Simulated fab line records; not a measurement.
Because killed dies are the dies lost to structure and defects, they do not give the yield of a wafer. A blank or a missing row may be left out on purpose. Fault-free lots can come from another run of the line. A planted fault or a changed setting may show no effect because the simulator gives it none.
fab line records | flow nand-harc
record: lots: 12 wafers: 36 last-day: 33
route steps=1302 shown A_STAIRCASE@713 END@1302
lots that met no fault: from a run of the same line without faults
start-h: start of the lot's first displayed wafer, in hours after the record's first day | wait-h: hours elapsed since this lot's preceding step | " repeats the value in the row above | L1.1+2: a row that stands for several wafers | - no value, or no start given | * or withheld: withheld | < > ~ a bound
route shown NAME@n: a module of which the file shows steps, and the number in the route of the first | usual: average and standard deviation across the fault-free wafers | same: alike in all rows | chamber/n: place in a boat | sites: the reading at each site | _std_site: how widely they spread, as a standard deviation | _edge_site: mean of outer sites minus mean of inner sites | radius-mm: for every site, how far away it sits from the centre of the wafer | mask NAME#n: copy n | behind: the most recent tool/chamber to have shaped the wafer | hold: the reason the lot was held/the length of the hold in hours/how it ended | device: the n, p or np transistor that did not switch | end of line: the route-end tests of the same wafers | where a step has no rows: the recipe by itself | killed: not the wafer's yield, but the dies lost to structure and defects at the first sort | map: per-die view of a wafer (x killed, . not killed, _ where there is no die)
set.NAME: the run value of the setting; set.NAME@STEP: its run value at that earlier step | model.NAME: the simulator's own value behind a step, which no gauge read
a sample of lots followed through the steps of the route, with each step as a table and each wafer as a row
services: when a tool's chamber went out of use (start-h, in hours from the record's first day, below 0 if earlier), for how many hours, and the reason
== steps ==
step: NHARC_A_STAIRCASE_ETCH_199
recipe: target-depth-a: 1000 time-s: 40.5 ion-energy-ev: 400 c4f8-flow-sccm: 20 o2-flow-sccm: 10 ar-flow-sccm: withheld rf-w: 600 bias-w: 1000 chemistry: C4F8/O2
usual: oes-product-au: 0.946/0.015 rf-vpp-V: 897/5.3 run-length-s: 61.9/0.49
columns lot.wafer tool chamber start-h wait-h oes-product-au rf-hours-counter-h rf-vpp-V run-length-s
L767.3 rie-diel-08 0 - - 0.941 4 897 61.1
L767.4 " 1 " " 0.947 3 895 62.5
L767.2 " 3 " " 0.955 4 892 61.9
L768.4 rie-diel-04 1 - - 0.944 10 902 62.5
L768.2 " 3 " " 0.946 5 893 61.3
L768.6 " 1 " " 0.955 - 903 61.9
L769.2 rie-diel-04 3 - - 0.967 9 892 61.3
L769.6 " 3 " " 0.972 - 893 61.5
L769.5 " 0 " " 0.947 - 900 61.6
L770.1 rie-diel-08 1 - - 0.961 13 895 62.0
L770.5 " 1 " " 0.967 - 894 62.5
L770.6 " 2 " " 0.959 - 896 62.5
L771.4 rie-diel-04 2 - - 0.953 18 905 62.3
L771.1 " 0 " " 0.927 21 900 62.0
L771.6 " 1 " " 0.944 - 904 62.0
L772.3 rie-diel-13 0 - - 0.935 41 892 62.3
L772.4 " 1 " " 0.929 40 905 61.6
L772.2 " 2 " " 0.960 37 895 62.6
L780.3 rie-diel-08 1 - - 0.953 45 894 62.1
L780.2 " 3 " " 0.940 49 891 61.8
L780.4 " 0 " " 0.931 43 896 61.4
L781.4 rie-diel-04 1 - - 0.933 7 900 61.9
L781.5 " 1 " " 0.936 - 900 62.1
L781.6 " 2 " " 0.966 - 906 62.5
L782.2 rie-diel-08 1 - - 0.942 1 894 62.2
L782.3 " 2 " " 0.963 1 896 62.8
L782.6 " 2 " " 0.970 - 895 62.7
L783.1 rie-diel-08 3 - - 0.972 2 891 62.3
L783.4 " 0 " " 0.968 2 896 61.4
L783.5 " 2 " " 0.965 - 896 62.4
L784.4 rie-diel-08 0 - - 0.968 3 895 60.9
L784.3 " 1 " " 0.926 4 894 62.5
L784.1 " 2 " " 0.961 4 896 62.7
L785.1 rie-diel-13 0 - - 0.959 17 891 61.8
L785.3 " 2 " " 0.986 21 897 62.1
L785.6 " 0 " " 0.961 - 892 61.8
step: NHARC_A_STAIRCASE_TRIM_202
recipe: time-s: 211.2 o2-flow-sccm: 500 ar-flow-sccm: 0 bias-w: 0 chemistry: O2
usual: drypump-motor-current-A: 5.7/0.48 oes-product-au: 1.000/0.011 rf-vpp-V: 57.9/0.88 showerhead-plenum-p-Torr: 3.56/0.14 throttle-valve-pct: 17.036/0.009
columns lot.wafer tool chamber start-h wait-h drypump-motor-current-A oes-product-au rf-hours-counter-h rf-vpp-V showerhead-plenum-p-Torr throttle-valve-pct
L767.3 rie-diel-08 2 - - 5.4 1.009 3 58.1 3.53 17.024
L767.4 " 3 " " 5.5 0.994 4 57.4 3.40 17.056
L767.2 " 0 " " 5.5 1.004 4 57.9 3.56 17.027
L768.2 rie-diel-04 0 - - 6.1 0.987 12 58.1 3.64 17.036
L768.4 " 1 " " 4.8 0.986 10 57.6 3.70 17.036
L768.6 " 3 " " 6.4 1.003 - 57.8 3.43 17.028
L769.2 rie-diel-04 1 - - 4.8 0.989 14 58.3 3.70 17.051
L769.5 " 1 " " 4.8 0.995 - 58.8 3.70 17.033
L769.6 " 2 " " 6.0 1.004 - 59.0 3.80 17.033
L770.1 rie-diel-08 1 - - 5.9 0.993 13 57.0 3.49 17.037
L770.5 " 1 " " 5.9 0.989 - 57.4 3.49 17.032
L770.6 " 2 " " 5.4 0.991 - 56.7 3.52 17.029
L771.1 rie-diel-04 0 - - 6.1 0.990 21 59.1 3.64 17.023
L771.4 " 2 " " 6.0 1.014 18 57.9 3.80 17.035
L771.6 " 0 " " 6.1 0.988 - 58.3 3.64 17.045
L772.3 rie-diel-13 1 - - 5.5 1.002 41 57.9 3.78 17.035
L772.2 " 2 " " 5.9 1.017 37 58.9 3.53 17.040
L772.4 " 0 " " 5.9 0.996 42 58.5 3.40 17.033
L780.4 rie-diel-08 3 - - 5.5 1.006 49 56.5 3.37 17.038
L780.2 " 0 " " 5.6 0.999 44 58.7 3.54 17.044
L780.3 " 1 " " 5.9 1.010 45 57.1 3.47 17.045
L781.4 rie-diel-04 2 - - 6.1 1.020 7 57.5 3.78 17.037
L781.6 " 0 " " 6.1 0.987 - 59.6 3.62 17.032
L781.5 " 1 " " 4.8 0.985 - 58.4 3.68 17.026
L782.3 rie-diel-08 1 - - 5.9 0.995 1 57.0 3.47 17.031
L782.2 " 2 " " 5.5 1.007 1 58.3 3.51 17.030
L782.6 " 0 " " 5.5 1.018 - 58.5 3.54 17.040
L783.4 rie-diel-08 2 - - 5.5 1.014 2 57.8 3.51 17.024
L783.1 " 3 " " 5.5 1.007 2 57.1 3.37 17.042
L783.5 " 3 " " 5.5 1.006 - 57.4 3.37 17.027
L784.4 rie-diel-08 0 - - 5.5 1.018 3 57.9 3.54 17.039
L784.3 " 1 " " 5.9 0.986 4 58.9 3.47 17.022
L784.1 " 2 " " 5.5 1.008 4 57.7 3.51 17.047
L785.3 rie-diel-13 1 - - 5.5 0.988 18 57.6 3.77 17.043
L785.1 " 2 " " 5.9 1.001 21 58.7 3.51 17.019
L785.6 " 1 " " 5.5 0.985 - 57.4 3.77 17.035
step: NHARC_A_STAIRCASE_ETCH_221
recipe: target-depth-a: 1000 time-s: 40.5 ion-energy-ev: 400 c4f8-flow-sccm: 20 o2-flow-sccm: 10 ar-flow-sccm: withheld rf-w: 600 bias-w: 1000 chemistry: C4F8/O2
usual: oes-product-au: 0.946/0.013 rf-vpp-V: 897/5.6 run-length-s: 61.9/0.47
columns lot.wafer tool chamber start-h wait-h oes-product-au rf-hours-counter-h rf-vpp-V run-length-s
L767.2 rie-diel-08 1 397.11 - 0.942 3 895 62.0
L767.4 " 3 " " 0.946 4 890 61.6
L767.3 " 0 " " 0.949 4 895 61.0
L768.2 rie-diel-08 0 408.21 - 0.951 8 896 60.9
L768.4 " 2 " " 0.943 9 895 62.5
L768.6 " 1 " " 0.964 - 893 62.3
L769.2 rie-diel-04 2 421.57 - 0.960 12 905 62.4
L769.5 " 2 " " 0.961 - 906 62.4
L769.6 " 3 " " 0.957 - 893 61.3
L770.1 rie-diel-08 0 439.24 - 0.949 14 897 44.9
L770.5 " 0 " " 0.959 - 898 44.3
L770.6 " 1 " " 0.951 - 894 45.7
L771.1 rie-diel-08 2 444.13 - 0.955 19 896 45.9
L771.4 " 3 " " 0.951 19 891 45.2
L771.6 " 2 " " 0.947 - 897 45.7
L772.3 rie-diel-13 3 469.99 - 0.939 43 887 61.2
L772.2 " 0 " " 0.937 42 892 61.7
L772.4 " 1 " " 0.951 41 904 62.0
L780.2 rie-diel-04 2 523.65 - 0.975 40 906 62.1
L780.3 " 3 " " 0.949 42 891 61.2
L780.4 " 0 " " 0.944 50 900 61.4
L781.4 rie-diel-04 3 556.97 - 0.949 8 891 61.3
L781.6 " 2 " " 0.973 - 906 62.5
L781.5 " 3 " " 0.958 - 892 61.3
L782.2 rie-diel-13 0 559.13 - 0.966 10 890 62.4
L782.3 " 2 " " 0.954 13 896 62.1
L782.6 " 3 " " 0.954 - 888 61.2
L783.1 rie-diel-08 3 565.82 - 0.939 2 890 61.9
L783.4 " 0 " " 0.953 2 897 60.9
L783.5 " 3 " " 0.941 - 890 61.7
L784.1 rie-diel-08 0 573.05 - 0.945 5 898 61.0
L784.3 " 1 " " 0.909 5 892 62.1
L784.4 " 2 " " 0.940 5 896 62.3
L785.1 rie-diel-04 3 582.04 - 0.956 16 891 61.2
L785.3 " 2 " " 0.959 16 904 62.3
L785.6 " 0 " " 0.932 - 900 61.8
step: NHARC_A_STAIRCASE_ETCH_230
recipe: target-depth-a: 1000 time-s: 40.5 ion-energy-ev: 400 c4f8-flow-sccm: 20 o2-flow-sccm: 10 ar-flow-sccm: withheld rf-w: 600 bias-w: 1000 chemistry: C4F8/O2
usual: oes-product-au: 0.950/0.016 rf-vpp-V: 897/5.9 run-length-s: 61.9/0.49
columns lot.wafer tool chamber start-h wait-h oes-product-au rf-hours-counter-h rf-vpp-V run-length-s
L767.2 rie-diel-08 0 - - 0.955 4 897 61.1
L767.4 " 2 " " 0.949 4 896 62.9
L767.3 " 3 " " 0.959 4 892 61.7
L768.2 rie-diel-13 1 - - 0.974 22 906 61.7
L768.4 " 2 " " 0.985 21 896 62.3
L768.6 " 1 " " 0.975 - 904 62.1
L769.2 rie-diel-04 1 - - 0.940 14 904 61.9
L769.6 " 1 " " 0.945 - 903 61.8
L769.5 " 2 " " 0.961 - 905 62.2
L770.1 rie-diel-08 2 - - 0.950 19 897 62.5
L770.5 " 0 " " 0.952 - 898 61.5
L770.6 " 1 " " 0.942 - 895 62.4
L771.1 rie-diel-13 0 - - 0.957 36 892 61.8
L771.4 " 1 " " 0.959 - 906 61.8
L771.6 " 3 " " 0.959 - 887 61.7
L772.3 rie-diel-13 3 - - 0.929 43 886 61.3
L772.4 " 0 " " 0.933 42 892 62.2
L772.2 " 2 " " 0.957 38 896 62.3
L780.3 rie-diel-04 2 - - 0.955 41 905 62.1
L780.4 " 3 " " 0.950 43 892 61.5
L780.2 " 0 " " 0.929 51 901 61.4
L781.4 rie-diel-08 1 - - 0.960 1 895 62.2
L781.6 " 1 " " 0.970 - 893 62.6
L781.5 " 2 " " 0.964 - 897 62.3
L782.2 rie-diel-04 1 - - 0.964 8 902 61.8
L782.3 " 3 " " 0.943 9 891 61.1
L782.6 " 0 " " 0.947 - 899 62.0
L783.4 rie-diel-08 3 - - 0.962 3 890 61.7
L783.1 " 1 " " 0.938 3 894 62.3
L783.5 " 3 " " 0.963 - 889 61.8
L784.3 rie-diel-13 0 - - 0.968 16 891 62.4
L784.4 " 1 " " 0.973 17 906 61.7
L784.1 " 2 " " 0.990 20 896 62.5
L785.1 rie-diel-04 0 - - 0.925 14 899 61.3
L785.3 " 1 " " 0.948 14 900 62.3
L785.6 " 0 " " 0.931 - 899 61.4
step: NHARC_END_SORT_01
recipe: temp-c: 25
usual: killed-at-array: 55/20 killed-at-other: 1.2/1.3 killed-at-periphery: 4.0/3 killed-dies: 60/21 killed-open: 3.2/1.9 killed-short: 2.5/1.6
same: gross-dies: 677
columns lot.wafer tool chamber start-h wait-h killed-at-array killed-at-other killed-at-periphery killed-dies killed-open killed-short
L770.1 prober-02 0 630.21 2.5 676 1 0 677 5 3
L770.5 prober-02 0 633.46 3.8 673 0 4 677 4 2
L770.6 prober-02 0 634.27 4.1 668 5 4 677 1 5
L771.1 prober-01 0 630.70 2.5 664 5 8 677 6 3
L771.4 prober-01 0 633.12 3.4 674 0 3 677 1 2
L771.6 prober-01 0 634.73 4.0 671 0 6 677 5 6
killed by level:class
L770.1 A_STAIRCASE:area-etch=592 A_CHANNEL_HOLE_D2:chamber-film-flake=35 A_SLIT:chamber-film-flake=20 A_SGD_CUT:chamber-film-flake=11 A_CHANNEL_HOLE_D1:chamber-film-flake=5 A_CONTACT:chamber-film-flake=4 A_SOURCE_PLATE:geometric-particle:open=1 A_ONON_D1:geometric-particle:open=1
L771.1 A_STAIRCASE:area-etch=592 A_CHANNEL_HOLE_D1:chamber-film-flake=37 A_CHANNEL_HOLE_D2:chamber-film-flake=17 THIN_TSV:chamber-film-flake=5 A_CHANNEL_FILL_D2:geometric-particle:open=3 A_CONTACT:chamber-film-flake=3 P_ZERO_WELL:chamber-film-flake=2 P_M1:chamber-film-flake=2
L771.4 A_STAIRCASE:area-etch=611 A_CHANNEL_HOLE_D1:chamber-film-flake=32 A_CHANNEL_HOLE_D2:chamber-film-flake=14 A_CHANNEL_FILL_D1:chamber-film-flake=3 A_SGD_CUT:chamber-film-flake=3 A_CONTACT:chamber-film-flake=3 A_DECK1_JOINT:chamber-film-flake=2 A_WL_FILL:chamber-film-flake=2
L770.5 A_STAIRCASE:area-etch=611 A_SLIT:chamber-film-flake=27 A_CHANNEL_HOLE_D2:chamber-film-flake=23 A_SGD_CUT:chamber-film-flake=6 P_M1:chamber-film-flake=2 P_M0:geometric-particle:short=1 A_SOURCE_PLATE:geometric-particle:short=1 A_ONON_D2:geometric-particle:open=1
L770.6 A_STAIRCASE:area-etch=593 A_CHANNEL_HOLE_D2:chamber-film-flake=31 A_SLIT:chamber-film-flake=27 A_SGD_CUT:chamber-film-flake=6 THIN_TSV:chamber-film-flake=5 P_M1:chamber-film-flake=4 A_ONON_D2:geometric-particle:short=2 A_CHANNEL_FILL_D2:geometric-particle:short=2
L771.6 A_STAIRCASE:area-etch=596 A_CHANNEL_HOLE_D1:chamber-film-flake=32 A_CHANNEL_HOLE_D2:chamber-film-flake=15 A_WL_FILL:chamber-film-flake=6 A_CONTACT:chamber-film-flake=4 A_SOURCE_PLATE:geometric-particle:open=2 P_BONDPAD:chamber-film-flake=2 A_CHANNEL_FILL_D1:chamber-film-flake=2
== services ==
columns tool chamber start-h hours kind
rie-diel-04 2 372.79 4.0 repair
rie-diel-08 0 377.13 - clean
rie-diel-08 1 377.13 - clean
rie-diel-08 2 377.13 - clean
rie-diel-08 3 377.13 - clean
rie-diel-04 3 380.24 6.1 repair
rie-diel-04 1 398.20 6.0 repair
rie-diel-08 0 401.64 - clean
rie-diel-08 1 401.64 - clean
rie-diel-08 2 401.64 - clean
rie-diel-08 3 401.64 - clean
rie-diel-08 0 426.66 - clean
rie-diel-08 1 426.66 - clean
rie-diel-08 2 426.66 - clean
rie-diel-08 3 426.66 - clean
rie-diel-08 0 452.46 - clean
rie-diel-08 1 452.46 - clean
rie-diel-08 2 452.46 - clean
rie-diel-08 2 464.98 26.5 repair
rie-diel-13 1 502.11 6.3 repair
rie-diel-13 3 503.17 2.0 repair
rie-diel-13 - 519.06 9.0 pm
rie-diel-04 - 533.45 9.0 pm
rie-diel-08 - 545.13 9.0 pm
== key ==
first-sign: step: NHARC_A_STAIRCASE_ETCH_221 reading: run-length-s direction: down sigmas: 35 usual: * struck: *
effect: step: NHARC_END_SORT_01 reading: killed-at-array direction: up sigmas: 30 usual: 55 struck: 671
more-kills-born-at: NHARC_A_STAIRCASE_ETCH_221@rie-diel-08: 3595
met-at NHARC_A_STAIRCASE_ETCH_221
struck-lots L770,L771
later-rows-left-out L770.1,L770.5,L770.6,L771.1,L771.4,L771.6
tester-left-out L770,L771
not-acting-at NHARC_A_STAIRCASE_ETCH_199,NHARC_A_STAIRCASE_TRIM_202,NHARC_A_STAIRCASE_ETCH_230
onset-between 408.21 439.24
fault: kind: process-parameter-drift tool: rie-diel-08 chamber: - onset-h: 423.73 steps: NHARC_A_STAIRCASE_ETCH_221 channel: time-s offset: * shape: step end-h: 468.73 acts-in: * stated: *
tester-left-out: of these lots the tester's yield and bins aren't shown, on N5 and GAA mostly nor the transistor test; their killed dies are dies lost to structure and defects alone, not to doping, threshold or leakage, so they don't give the yield
later-rows-left-out: the simulator's readings of these wafers behind a module that went badly wrong aren't trusted and aren't shown, but for the sort
